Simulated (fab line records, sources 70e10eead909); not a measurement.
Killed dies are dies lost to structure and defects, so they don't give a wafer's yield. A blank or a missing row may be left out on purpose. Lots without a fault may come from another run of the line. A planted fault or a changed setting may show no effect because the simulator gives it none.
Which tool did it? | flow nand_harc | 11 lots, 33 wafers sampled, at 7 steps of a route of 1159

WHAT THE GAUGES READ, wafer by wafer
NHARC_A_ZERO_WELL_INSPECT_17.
lot  | measured     | on                | raw_defect_count
L373 | day 7 02:09  | defect_inspect-01 | 15 22 10
L374 | day 7 05:17  | defect_inspect-02 | 2 15 8
L377 | day 7 13:17  | defect_inspect-01 | 5 10 16
L376 | day 7 16:57  | defect_inspect-02 | 12 7 14
L384 | day 9 23:19  | defect_inspect-01 | 4 803 4
L387 | day 10 17:46 | defect_inspect-01 | 16 10 6
L388 | day 10 17:56 | defect_inspect-02 | 9 769 7
L390 | day 11 03:10 | defect_inspect-01 | 8 3 25
L389 | day 11 04:07 | defect_inspect-01 | 22 11 12
L393 | day 11 18:34 | defect_inspect-01 | 8 8 14
L395 | day 12 09:55 | defect_inspect-01 | 15 14 14

NHARC_A_SOURCE_PLATE_INSPECT_08.
lot  | measured     | on                | raw_defect_count
L373 | day 7 23:57  | defect_inspect-02 | 62 52 92
L374 | day 7 23:57  | defect_inspect-01 | 39 42 81
L377 | day 8 09:31  | defect_inspect-01 | 66 40 41
L376 | day 8 14:47  | defect_inspect-01 | 62 102 41
L384 | day 10 18:26 | defect_inspect-01 | 55 847 76
L387 | day 11 14:17 | defect_inspect-01 | 39 181 57
L388 | day 11 14:18 | defect_inspect-02 | 52 819 49
L390 | day 12 00:05 | defect_inspect-01 | 55 37 59
L389 | day 12 00:05 | defect_inspect-02 | 68 112 57
L393 | day 12 15:55 | defect_inspect-01 | 55 94 30
L395 | day 13 08:13 | defect_inspect-02 | 52 42 136

NHARC_END_SORT_01.
lot  | measured     | on        | killed_at_array | killed_at_other | killed_at_periphery | killed_dies | killed_open | killed_short
L384 | day 22 07:51 | prober-02 | 18 83 22        | 0 5 2           | 6 3 8               | 24 91 32    | 0 2 5       | 1 1 3
L388 | day 23 08:17 | prober-02 | 53 88 42        | 2 2 1           | 4 7 4               | 59 97 47    | 3 3 4       | 2 3 3

WHICH TOOL RAN EACH LOT (tool, then ch and the chambers of the sampled wafers, then the start)
lot  | NHARC_P_BONDPAD_ETCH_37            | NHARC_A_ZERO_WELL_DESCUM_12        | NHARC_A_ZERO_WELL_ETCH_13        | NHARC_A_ZERO_WELL_STRIP_14
L373 | rie_diel-07 ch 0,3, day 6 20:25    | rie_diel-01 ch 0,1, day 7 00:41    | rie_si-05 ch 1,2,3, day 7 00:54  | wet_bench-07 ch 0,2,5, day 7 01:02
L374 | rie_diel-12 ch 0,1,3, day 6 23:59  | rie_diel-08 ch 0,1,2, day 7 03:59  | rie_si-02 ch 0,1,3, day 7 04:12  | wet_bench-04 ch 0,5,6, day 7 04:21
L377 | rie_diel-12 ch 0,2,3, day 7 07:54  | rie_diel-04 ch 2,3, day 7 11:58    | rie_si-05 ch 2,3, day 7 12:10    | wet_bench-09 ch 2,4,6, day 7 12:19
L376 | rie_diel-12 ch 1,2,3, day 7 11:32  | rie_diel-04 ch 0,1,2, day 7 15:38  | rie_si-02 ch 0,1,2, day 7 15:50  | wet_bench-04 ch 0,1,5, day 7 16:00
L384 | rie_diel-02 ch 0,1,3, day 9 17:46  | rie_diel-08 ch 1,2, day 9 21:59    | rie_si-01 ch 0,2,3, day 9 22:13  | wet_bench-07 ch 1,4,7, day 9 22:22
L387 | rie_diel-12 ch 0,2,3, day 10 12:07 | rie_diel-08 ch 0,2,3, day 10 16:16 | rie_si-01 ch 1,2,3, day 10 16:30 | wet_bench-04 ch 2,3,4, day 10 16:39
L388 | rie_diel-12 ch 0,3, day 10 12:34   | rie_diel-04 ch 1,2, day 10 16:32   | rie_si-02 ch 0,2,3, day 10 16:44 | wet_bench-07 ch 0,6,7, day 10 16:56
L390 | rie_diel-02 ch 0,1,3, day 10 21:57 | rie_diel-08 ch 0,3, day 11 01:52   | rie_si-01 ch 0,2,3, day 11 02:04 | wet_bench-09 ch 2,3,5, day 11 02:14
L389 | rie_diel-12 ch 1,2, day 10 22:46   | rie_diel-04 ch 1,2,3, day 11 02:47 | rie_si-01 ch 0,1,3, day 11 02:59 | wet_bench-04 ch 2,3,5, day 11 03:07
L393 | rie_diel-12 ch 0,1,2, day 11 12:02 | rie_diel-08 ch 1,2,3, day 11 17:14 | rie_si-02 ch 0,2,3, day 11 17:26 | wet_bench-09 ch 1,2,7, day 11 17:38
L395 | rie_diel-02 ch 0,2,3, day 12 04:17 | rie_diel-04 ch 0,1,2, day 12 08:23 | rie_si-02 ch 1,2, day 12 08:35   | wet_bench-04 ch 0,1,7, day 12 08:44
- NHARC_P_BONDPAD_ETCH_37: etches the open film in N2/H2, target depth 60 nm, overetch 18 nm, time 65.91 s.
- NHARC_A_ZERO_WELL_DESCUM_12: chemistry O2, time 3 s.
- NHARC_A_ZERO_WELL_ETCH_13: etches the open film in HBr/Cl2, target depth 120 nm, time 40.1 s.
- NHARC_A_ZERO_WELL_STRIP_14: strips in SPM, time 900 s.

WHAT THE TOOLS THEMSELVES READ (means of the sampled wafers that have a number; where no wafer has one, the mark that the record gives instead)
NHARC_P_BONDPAD_ETCH_37.
lot  | tool        | drypump_motor_current_A (A) | mfc_ar_sccm (sccm) | oes_product_au (a.u.) | rf_vpp_V (V) | showerhead_plenum_p_Torr (Torr) | throttle_valve_pct (%)
L373 | rie_diel-07 | 6.1                         | 0.015              | 0.994                 | 428.1        | 1.97                            | 14.179
L374 | rie_diel-12 | 5.4                         | 0.000              | 1.001                 | 432.8        | 2.10                            | 14.163
L377 | rie_diel-12 | 5.5                         | 0.000              | 0.995                 | 430.1        | 2.04                            | 14.164
L376 | rie_diel-12 | 5.5                         | 0.000              | 1.000                 | 430.2        | 2.05                            | 14.165
L384 | rie_diel-02 | 5.4                         | 0.001              | 1.004                 | 428.8        | 1.96                            | 14.169
L387 | rie_diel-12 | 5.5                         | 0.000              | 0.997                 | 430.4        | 2.03                            | 14.176
L388 | rie_diel-12 | 5.4                         | 0.000              | 1.009                 | 431.2        | 2.08                            | 14.165
L390 | rie_diel-02 | 5.4                         | 0.001              | 1.006                 | 428.4        | 1.96                            | 14.166
L389 | rie_diel-12 | 5.8                         | 0.000              | 0.997                 | 430.7        | 2.08                            | 14.171
L393 | rie_diel-12 | 5.8                         | 0.000              | 0.996                 | 431.5        | 2.07                            | 14.176
L395 | rie_diel-02 | 5.4                         | 0.005              | 0.997                 | 427.8        | 1.95                            | 14.171

NHARC_A_ZERO_WELL_DESCUM_12.
lot  | tool        | drypump_motor_current_A (A) | mfc_ar_sccm (sccm) | oes_product_au (a.u.) | rf_vpp_V (V) | showerhead_plenum_p_Torr (Torr) | throttle_valve_pct (%)
L373 | rie_diel-01 | 5.9                         | 0.013              | 1.004                 | 57.6         | 2.01                            | 11.311
L374 | rie_diel-08 | 5.8                         | 0.017              | 0.999                 | 58.3         | 1.96                            | 11.304
L377 | rie_diel-04 | 5.7                         | 0.000              | 1.000                 | 57.5         | 1.93                            | 11.310
L376 | rie_diel-04 | 5.9                         | 0.011              | 1.009                 | 58.0         | 1.94                            | 11.304
L384 | rie_diel-08 | 5.9                         | 0.005              | 0.999                 | 58.0         | 1.97                            | 11.309
L387 | rie_diel-08 | 5.7                         | 0.016              | 1.003                 | 57.9         | 1.93                            | 11.300
L388 | rie_diel-04 | 5.7                         | 0.003              | 1.004                 | 58.0         | 1.94                            | 11.313
L390 | rie_diel-08 | 5.7                         | 0.025              | 0.992                 | 57.5         | 1.87                            | 11.306
L389 | rie_diel-04 | 5.6                         | 0.003              | 1.006                 | 57.7         | 1.93                            | 11.310
L393 | rie_diel-08 | 5.8                         | 0.004              | 0.993                 | 58.1         | 1.94                            | 11.311
L395 | rie_diel-04 | 5.9                         | 0.011              | 1.004                 | 57.7         | 1.93                            | 11.318

NHARC_A_ZERO_WELL_ETCH_13.
lot  | tool      | drypump_motor_current_A (A) | hbr_flow_sccm (sccm) | oes_product_au (a.u.) | throttle_valve_pct (%)
L373 | rie_si-05 | 5.5                         | 149.5                | 0.996                 | 26.408
L374 | rie_si-02 | 5.8                         | 150.0                | 1.003                 | 26.416
L377 | rie_si-05 | 5.5                         | 149.5                | 0.996                 | 26.408
L376 | rie_si-02 | 5.9                         | 150.3                | 1.000                 | 26.411
L384 | rie_si-01 | 5.9                         | 150.0                | 1.006                 | 26.406
L387 | rie_si-01 | 5.8                         | 149.8                | 1.000                 | 26.398
L388 | rie_si-02 | 5.9                         | 150.6                | 0.994                 | 26.402
L390 | rie_si-01 | 5.9                         | 150.1                | 0.999                 | 26.406
L389 | rie_si-01 | 5.5                         | 149.7                | 1.010                 | 26.408
L393 | rie_si-02 | 5.9                         | 150.4                | 0.999                 | 26.415
L395 | rie_si-02 | 6.0                         | 149.8                | 1.002                 | 26.403

THE ANSWER, worked out from the rows above alone
Rule: what is usual is taken from the lots themselves. Put in order of their means at a reading, lots are off if they are a third of the lots or fewer, leave a main group of 4 or more, and stand apart from it by a gap of 3 or more times the standard deviation of the main group's means; of several such gaps the widest counts. A main group whose means are all the same, to the digits that the tables above print for the reading, isn't used. A lot without any number at a reading at which 4 lots or more have one is off too. The other lots that the step has rows for count as sound. The gauges are gone through in route order, then the tools' own readings, and for those a lot's mean is taken as printed above. The first step at which some lot is off is used, and at that step the reading that is off furthest; a lot without a number counts as furthest.
Off: L384, L388, at NHARC_A_ZERO_WELL_INSPECT_17 (raw_defect_count). The main group: mean 12, standard deviation 2.4.
A tool fits if, at a process step before that reading, it ran every lot that is off, and no sound lot after the first of them. The gauges at NHARC_A_ZERO_WELL_INSPECT_17 are tried like those tools. One fits: wet_bench-07 at NHARC_A_ZERO_WELL_STRIP_14. Its last sound lot is L373 (day 7 01:02), its first lot that is off L384 (day 9 22:22): a fault that began between those two fits.

WHAT THE SIMULATOR HAD PUT IN
Chamber particle source: wet_bench-07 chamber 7, from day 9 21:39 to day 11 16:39, at NHARC_A_ZERO_WELL_STRIP_14. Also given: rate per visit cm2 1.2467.
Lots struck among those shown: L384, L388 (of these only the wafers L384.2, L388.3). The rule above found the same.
